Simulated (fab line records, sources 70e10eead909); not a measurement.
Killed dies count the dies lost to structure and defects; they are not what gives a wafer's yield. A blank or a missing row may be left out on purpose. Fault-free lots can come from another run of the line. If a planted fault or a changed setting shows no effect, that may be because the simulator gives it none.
Matching of chambers -- flow nand harc -- NHARC_A_CHANNEL_HOLE_D1_DESCUM_15 on rie diel-03 has 3 sister chambers
The step chemistry O2, time 3 s. 3 wafers are shown with their chamber, then 5 later ones without.

WAFERS, EACH WITH ITS CHAMBER
wafer,chamber,drypump motor current A (A)
L086.2,0,5.8
L085.3,2,5.2
L085.4,1,6.0

WAFERS WHOSE CHAMBER IS MISSING
wafer,drypump motor current A (A)
L085.5,5.2
L092.3,5.3
L092.6,5.8
L092.2,5.8
L092.4,6.0

EACH ONE'S CHAMBER
wafer,from the rows above,in truth
L085.5,2,2
L092.3,2,2
L092.6,0,0
L092.2,0,0
L092.4,1,1
5 of 5 placed correctly. From these rows, 0 cannot be placed. Number placed wrongly: 0.
How it was worked out, from the rows above alone: a wafer's distance from a chamber is the root of the sum, over the readings, of the square of ((its reading less the chamber's mean) divided by the reading's scatter). The wafer belongs to the nearest chamber; if the next one is less than 2 further off, it can't be placed. Each chamber's mean is taken over the wafers shown for it. The scatter: root of mean squared gap, hidden wafer to nearest shown wafer, with one shown wafer a chamber.
